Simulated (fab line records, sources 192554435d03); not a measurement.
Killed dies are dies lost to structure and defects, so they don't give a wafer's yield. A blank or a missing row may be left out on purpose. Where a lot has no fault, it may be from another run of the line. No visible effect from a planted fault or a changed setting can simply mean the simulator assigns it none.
fab line records	flow n5-finfet	part 2 of 2: steps 5 to 6 of 6
record lots=24	wafers=72	last-day=19
route steps=1938 shown BEOL_M0_SAQP@653 BEOL_M0@731
lots that met no fault: taken from a fault-free run of the same line
start-h: hours from the record's first day to the start of the lot's first wafer shown	wait-h: hours since the lot's step before	" unchanged from the row above	L1.1+2: a single row standing in for several wafers	- either no value or no given start	* or withheld: withheld	< > ~ a bound
route shown NAME@n: NAME is a module with steps in the file, n the number in the route of the first one	usual: average and standard deviation across the fault-free wafers	same: alike in all rows	chamber/n: place in a boat	sites: per-site readings	_std_site: standard deviation across them	_edge_site: the outer-site mean with the inner-site mean subtracted	radius-mm: how far each site lies from the wafer's centre	mask NAME#n: copy n	behind: the last tool/chamber to shape the wafer	hold: reason for holding the lot/hours on hold/outcome of the hold	device: which transistor (n, p or np) failed to switch	end of line: tests run on the same wafers once the route is complete	a step without rows: its recipe alone	killed: not the wafer's yield, but the dies lost to structure and defects at the first sort	map: dies across one wafer; x = killed, . = not, _ = none there
set.NAME: the setting as run; set.NAME@STEP: as run at that earlier step	model.NAME: the simulator's own value behind a step, which no gauge read
the route's steps for a sample of lots (tables are steps, rows are wafers)
services: from which hour (start-h, from the record's first day; less than 0 if before it) a tool's chamber was out of use, for how many hours, and why
## steps
# step N5_BEOL_M0_CMP_120
# recipe stop-on=SiOC	t-overpolish-s=6.9	down-force-psi=1	platen-rpm=50	clearing-platen-down-force-psi=1.5	clearing-platen-rpm=50	post-cmp-clean=cu-alkaline	clearing-platen-pad-velocity-m-s=0.99484	pad-velocity-m-s=0.99484
# usual barrier-field-endpoint-s=3.63/0.1	motor-current-A=5.7/0.63	overpolish-run-s=6.901/0.0087	slurry-filter-dp-kPa=13.49/0.13	time-to-endpoint-s=61.6/2.7
lot.wafer	tool	chamber	start-h	wait-h	barrier-field-endpoint-s	motor-current-A	overpolish-run-s	slurry-filter-dp-kPa	time-to-endpoint-s
L074.2	cmp-04	1	117.32	0.2	3.65	5.3	6.893	13.57	64.9
L074.3	"	3	"	"	3.59	4.7	6.904	13.44	59.5
L074.5	"	1	"	"	3.69	5.1	6.917	13.52	62.8
L075.3	cmp-01	1	124.37	0.2	3.90	6.0	6.906	13.83	65.4
L075.5	"	3	"	"	3.92	6.1	6.900	13.48	65.0
L075.6	"	0	"	"	3.71	6.8	6.895	13.65	66.4
L076.4	cmp-04	2	132.95	0.2	3.65	5.7	6.909	13.47	62.2
L076.2	"	0	"	"	3.72	5.3	6.892	13.31	67.3
L076.5	"	1	"	"	3.70	5.1	6.916	13.42	64.0
L077.2	cmp-01	2	136.88	0.2	3.84	6.4	6.905	13.63	65.5
L077.4	"	0	"	"	3.67	6.8	6.917	13.50	67.8
L077.5	"	2	"	"	3.96	6.5	6.895	13.51	68.6
L078.3	cmp-04	1	142.84	0.2	3.59	5.2	6.904	13.31	57.1
L078.1	"	2	"	"	3.81	5.6	6.899	13.56	62.2
L078.5	"	0	"	"	3.72	5.2	6.905	13.54	63.2
L079.4	cmp-04	0	147.22	0.1	3.76	5.5	6.898	13.36	62.4
L079.3	"	2	"	"	3.68	5.4	6.894	13.71	62.9
L079.6	"	0	"	"	3.78	5.3	6.899	13.67	64.2
L080.4	cmp-01	1	153.21	0.1	3.70	5.8	6.895	13.42	64.8
L080.1	"	2	"	"	3.63	6.7	6.883	13.38	64.7
L080.3	"	3	"	"	3.63	6.2	6.904	13.53	65.2
L082.4	cmp-01	1	165.31	0.1	3.62	5.8	6.897	13.39	59.3
L082.3	"	2	"	"	3.59	6.7	6.891	13.39	62.6
L082.1	"	3	"	"	3.61	5.7	6.894	13.33	60.5
L081.1	cmp-01	3	165.66	0.3	3.48	5.9	6.904	13.43	62.7
L081.2	"	1	"	"	3.78	6.0	6.897	13.30	65.0
L081.5	"	3	"	"	3.66	5.9	6.888	13.69	63.6
L083.3	cmp-01	0	172.77	0.2	3.75	6.5	6.902	13.39	59.9
L083.1	"	1	"	"	3.55	5.9	6.902	13.53	60.8
L083.6	"	0	"	"	3.50	6.7	6.884	13.69	61.8
L084.4	cmp-02	0	180.12	0.1	3.62	6.2	6.898	13.41	61.9
L084.3	"	2	"	"	3.61	5.5	6.911	13.68	62.7
L084.1	"	3	"	"	3.58	6.8	6.907	13.54	64.7
L086.1	cmp-04	3	193.91	0.3	3.60	4.5	6.925	13.82	58.1
L086.2	"	1	"	"	3.70	5.0	6.888	13.56	57.3
L086.6	"	3	"	"	3.51	4.7	6.882	13.61	56.4
L085.4	cmp-04	1	194.14	0.1	3.66	5.2	6.918	13.41	64.5
L085.3	"	2	"	"	3.81	5.6	6.919	13.21	66.5
L085.6	"	2	"	"	3.69	5.7	6.888	13.53	61.5
L087.3	cmp-02	1	201.38	0.2	3.58	5.7	6.920	13.42	61.8
L087.6	"	0	"	"	3.55	6.0	6.892	13.50	59.9
L087.5	"	1	"	"	3.60	5.9	6.905	13.16	61.5
L088.3	cmp-04	3	203.11	0.2	3.70	4.7	6.912	13.35	58.8
L088.1	"	2	"	"	3.60	5.6	6.899	13.29	61.9
L088.5	"	0	"	"	3.73	5.3	6.894	13.46	59.6
L089.3	cmp-04	2	210.21	0.2	3.42	5.4	6.914	13.65	62.5
L089.5	"	2	"	"	3.47	5.5	6.892	13.45	58.7
L089.6	"	3	"	"	3.48	4.9	6.901	13.48	57.9
L091.2	cmp-04	3	215.88	0.2	3.57	4.9	6.904	13.49	57.0
L091.1	"	0	"	"	3.59	5.4	6.903	13.53	60.4
L091.4	"	1	"	"	3.53	4.9	6.911	13.59	61.2
L090.2	cmp-02	3	216.14	0.2	3.74	6.8	6.897	13.43	61.4
L090.4	"	0	"	"	3.68	6.5	6.887	13.35	60.9
L090.1	"	1	"	"	3.62	5.9	6.898	13.51	61.5
L092.2	cmp-04	1	227.62	0.4	3.51	5.4	6.895	13.40	57.5
L092.1	"	2	"	"	3.60	5.3	6.916	13.54	57.9
L092.6	"	1	"	"	3.68	4.8	6.899	13.27	55.8
L093.1	cmp-04	3	231.14	0.3	3.66	4.9	6.898	13.47	59.7
L093.3	"	0	"	"	3.56	5.5	6.891	13.39	61.3
L093.6	"	3	"	"	3.62	4.8	6.895	13.40	59.7
L094.4	cmp-02	0	236.21	0.1	3.81	6.2	6.898	13.27	61.3
L094.3	"	1	"	"	3.46	5.7	6.909	13.36	61.4
L094.1	"	3	"	"	3.66	6.4	6.894	13.17	59.8
L095.2	cmp-01	3	245.73	0.5	3.48	5.6	6.905	13.51	59.8
L095.1	"	0	"	"	3.51	6.7	6.904	13.48	60.8
L095.5	"	1	"	"	3.64	5.5	6.910	13.32	62.7
L097.2	cmp-04	1	256.34	0.3	3.45	5.1	6.895	13.46	58.4
L097.5	"	3	"	"	3.74	4.9	6.902	13.48	58.4
L097.6	"	0	"	"	3.57	5.4	6.905	13.46	62.6
L096.1	cmp-01	3	261.79	0.6	3.67	6.0	6.894	13.56	62.3
L096.6	"	1	"	"	3.68	5.9	6.888	13.59	59.8
L096.5	"	2	"	"	3.52	6.3	6.903	13.62	60.4
# step N5_BEOL_M0_DEP_125
# recipe material=SiCN	target-thk-a=80	temp-c=withheld	precursor=3MS/NH3	pressure-torr=3	rf-w=202	time-s=14
# usual showerhead-plenum-p-Torr=3.653/0.022	throttle-valve-pct=9.2/0.68
lot.wafer	tool	chamber	start-h	wait-h	showerhead-plenum-p-Torr	since-wet-clean-h	throttle-valve-pct
L074.2	pecvd-03	1	117.81	0.0	3.678	1365	9.0
L074.3	"	0	"	"	3.630	640	8.8
L074.5	"	2	"	"	3.679	-	8.4
L075.3	pecvd-01	1	124.84	0.0	3.661	1735	9.6
L075.5	"	2	"	"	3.638	-	8.9
L075.6	"	0	"	"	3.642	-	10.2
L076.2	pecvd-04	0	133.45	0.0	3.675	1200	9.8
L076.4	"	0	"	"	3.672	-	10.1
L076.5	"	1	"	"	3.640	-	8.5
L077.2	pecvd-03	1	137.33	0.0	3.667	1385	9.1
L077.4	"	1	"	"	3.669	-	9.4
L077.5	"	2	"	"	3.685	-	8.3
L078.1	pecvd-01	0	143.31	0.0	3.630	1028	10.3
L078.3	"	0	"	"	3.635	-	10.4
L078.5	"	2	"	"	3.648	-	8.7
L079.3	pecvd-01	1	147.72	0.0	3.669	1758	10.0
L079.4	"	0	"	"	3.637	-	10.3
L079.6	"	2	"	"	3.632	-	9.1
L080.1	pecvd-04	0	153.81	0.0	3.689	1220	9.8
L080.3	"	1	"	"	3.642	32	8.6
L080.4	"	2	"	"	3.690	-	8.7
L082.1	pecvd-04	1	165.80	0.0	3.635	44	8.6
L082.3	"	2	"	"	3.678	478	8.5
L082.4	"	2	"	"	3.679	-	8.4
L081.1	pecvd-04	2	166.11	0.0	3.685	478	8.5
L081.2	"	1	"	"	3.631	45	8.4
L081.5	"	0	"	"	3.665	-	10.0
L083.1	pecvd-04	2	173.30	0.0	3.684	486	8.0
L083.3	"	1	"	"	3.645	52	8.6
L083.6	"	0	"	"	3.677	-	9.9
L084.1	pecvd-03	2	180.63	0.0	3.691	2153	8.4
L084.3	"	0	"	"	3.625	-	8.9
L084.4	"	2	"	"	3.687	-	8.6
L086.1	pecvd-04	1	194.43	0.0	3.642	73	8.6
L086.2	"	0	"	"	3.673	1261	10.0
L086.6	"	1	"	"	3.640	-	8.6
L085.3	pecvd-03	0	194.68	0.0	3.620	717	9.0
L085.4	"	0	"	"	3.612	-	8.9
L085.6	"	1	"	"	3.679	-	9.3
L087.3	pecvd-01	1	201.82	0.0	3.655	1812	10.0
L087.5	"	0	"	"	3.635	-	10.3
L087.6	"	1	"	"	3.666	-	9.8
L088.1	pecvd-01	2	203.60	0.0	3.637	330	8.8
L088.3	"	1	"	"	3.653	1814	9.9
L088.5	"	0	"	"	3.635	-	10.1
L089.3	pecvd-01	1	210.70	0.0	3.651	1821	10.1
L089.5	"	2	"	"	3.643	-	9.1
L089.6	"	1	"	"	3.663	-	10.0
L091.1	pecvd-03	1	216.38	0.0	3.679	1464	9.4
L091.2	"	0	"	"	3.622	739	8.9
L091.4	"	1	"	"	3.671	-	9.2
L090.1	pecvd-03	0	216.64	0.0	3.627	739	8.9
L090.2	"	1	"	"	3.673	1464	9.4
L090.4	"	1	"	"	3.673	-	9.2
L092.1	pecvd-03	0	228.21	0.0	3.621	751	8.9
L092.2	"	1	"	"	3.664	1476	9.2
L092.6	"	1	"	"	3.670	-	9.5
L093.1	pecvd-01	0	231.69	0.0	3.636	1117	10.3
L093.3	"	2	"	"	3.638	358	8.6
L093.6	"	2	"	"	3.641	-	9.1
L094.1	pecvd-04	1	236.70	0.0	3.642	115	8.8
L094.3	"	0	"	"	3.673	1303	9.8
L094.4	"	2	"	"	3.682	-	8.4
L095.1	pecvd-01	2	246.14	0.0	3.634	373	8.9
L095.2	"	0	"	"	3.643	1131	10.3
L095.5	"	1	"	"	3.655	-	10.1
L097.2	pecvd-03	0	256.82	0.0	3.622	779	9.1
L097.5	"	0	"	"	3.624	-	9.0
L097.6	"	2	"	"	3.680	-	7.8
L096.1	pecvd-04	2	262.21	0.0	3.678	575	8.7
L096.5	"	2	"	"	3.675	-	8.4
L096.6	"	0	"	"	3.666	-	10.0
## services
tool	chamber	start-h	hours	kind
cmp-04	-	85.86	0.7	repair
rie-diel-03	-	87.04	0.8	repair
rie-si-02	2	89.45	3.8	repair
pecvd-01	1	90.44	5.9	repair
rie-diel-03	2	97.05	64.8	repair
rie-si-05	2	114.82	13.6	repair
ald-metal-01	3	130.16	13.0	repair
rie-si-05	0	132.67	14.3	repair
rie-diel-05	-	140.08	0.4	repair
rie-si-05	1	141.10	22.8	repair
cmp-01	-	144.48	7.2	repair
rie-si-02	2	152.67	12.2	repair
ald-metal-03	2	153.72	2.4	repair
ald-metal-01	-	168.85	0.6	repair
pvd-sputter-02	-	174.26	5.0	repair
pecvd-03	1	175.64	10.2	repair
ald-metal-01	2	178.30	7.8	repair
cmp-01	-	181.22	2.8	repair
rie-si-05	-	198.97	4.0	pm
rie-diel-03	1	235.73	2.8	repair
rie-si-02	-	244.76	0.2	repair
cmp-04	-	249.36	3.8	repair
rie-diel-03	-	252.66	2.8	pm
cmp-04	-	260.25	4.0	pm
